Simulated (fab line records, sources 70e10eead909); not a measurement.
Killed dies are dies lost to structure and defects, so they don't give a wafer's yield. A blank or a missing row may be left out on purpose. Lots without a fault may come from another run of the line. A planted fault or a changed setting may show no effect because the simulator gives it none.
A struck lot beside a sound one | flow nand_harc | 14 steps out of a route of 1159
Sound: wafers L721.1, L721.3, L721.5. Struck: wafer L726.4. (L726.3 of the same lot was not struck and is left out.) The cause comes at the end.
At each step with rows: each side's tool, then ch and its chambers, then its first start. Under that, the readings that differ: sound wafers | struck wafers | difference of the means | sigmas: that difference in standard deviations of wafers without a fault.
alike: readings whose means differ by less than 2 such deviations, and words and numbers that are the same on both sides. not compared: withheld readings, readings that some wafer has no value for, bounds like >300 that may hide the same value, and numbers for which the record gives no deviation and whose values overlap.
The two part at a step that has a row with sigmas, a row that says differs or no value, or rows on one side only. Numbers that don't overlap but have no deviation are shown without sigmas and don't part them. A reading that every wafer of one side lacks parts them only if that side has two wafers or more.

first, 2 steps without rows for these wafers: NHARC_A_SOURCE_PLATE_CVD_03 (deposits poly-Si, target thk 200 nm, time 4000 s); NHARC_A_SOURCE_PLATE_ANNEAL_05 (time 1800 s).
NHARC_A_SOURCE_PLATE_THK_MEAS_06: measures by ellipsometry.
  sound on film_metro-02, day 8 10:02; struck on film_metro-02, day 9 01:59
  reading     | sound             | struck | difference | sigmas
  thk_nm (nm) | 195.2 197.7 195.8 | 200.6  | +4.4       | +2
NHARC_A_SOURCE_PLATE_INSPECT_08:
  sound on defect_inspect-01, day 8 10:08; struck on defect_inspect-01, day 9 02:03
  alike: raw_defect_count
then, 1 step without rows for these wafers: NHARC_A_ONON_D1_DEP_00 (target thk 1000 nm).
NHARC_A_ONON_D1_THK_MEAS_02: measures by ellipsometry.
  sound on film_metro-01, day 8 10:43; struck on film_metro-01, day 9 02:38
  alike: thk_nm
then, 1 step without rows for these wafers: NHARC_A_ONON_D1_DEP_03 (target thk 1000 nm).
NHARC_A_ONON_D1_THK_MEAS_05: measures by ellipsometry.
  sound on film_metro-02, day 8 11:17; struck on film_metro-02, day 9 03:12
  reading     | sound       | struck | difference | sigmas
  thk_nm (nm) | 987 988 987 | 1018   | +31        | +3
then, 1 step without rows for these wafers: NHARC_A_ONON_D1_DEP_06 (target thk 1000 nm).
NHARC_A_ONON_D1_THK_MEAS_08: measures by ellipsometry.
  sound on film_metro-01, day 8 11:52; struck on film_metro-01, day 9 04:07
  alike: thk_nm
NHARC_A_ONON_D1_DEP_09: target thk 1000 nm.
  sound on pecvd_onon-02 ch 0, day 8 11:55; struck on pecvd_onon-02 ch 0, day 9 04:17
  alike: nh3_flow_sccm
NHARC_A_ONON_D1_THK_MEAS_11: measures by ellipsometry.
  sound on film_metro-02, day 8 12:25; struck on film_metro-01, day 9 04:41
  reading     | sound       | struck | difference | sigmas
  thk_nm (nm) | 996 998 997 | 1675   | +678       | +75
then, 1 step without rows for these wafers: NHARC_A_ONON_D1_DEP_12 (target thk 1000 nm).
-- the record jumps here: 13 days lie between the struck wafers' starts before and after (it left off in module A_ONON_D1 and takes up again in module END, whose first step shown is number 1159 of the route) --
NHARC_END_SORT_01:
  sound on prober-01 ch 0, day 20 23:23; struck on prober-02 ch 0, day 22 01:39
  reading         | sound    | struck | difference | sigmas
  killed_at_array | 20 27 29 | 673    | +648       | +69
  killed_dies     | 24 30 36 | 677    | +647       | +72
  alike: killed_at_other, killed_at_periphery, killed_open, killed_short

WHERE THEY PART
First at NHARC_A_SOURCE_PLATE_THK_MEAS_06; last, within this record, at NHARC_END_SORT_01.

WHY: what the simulator had put in
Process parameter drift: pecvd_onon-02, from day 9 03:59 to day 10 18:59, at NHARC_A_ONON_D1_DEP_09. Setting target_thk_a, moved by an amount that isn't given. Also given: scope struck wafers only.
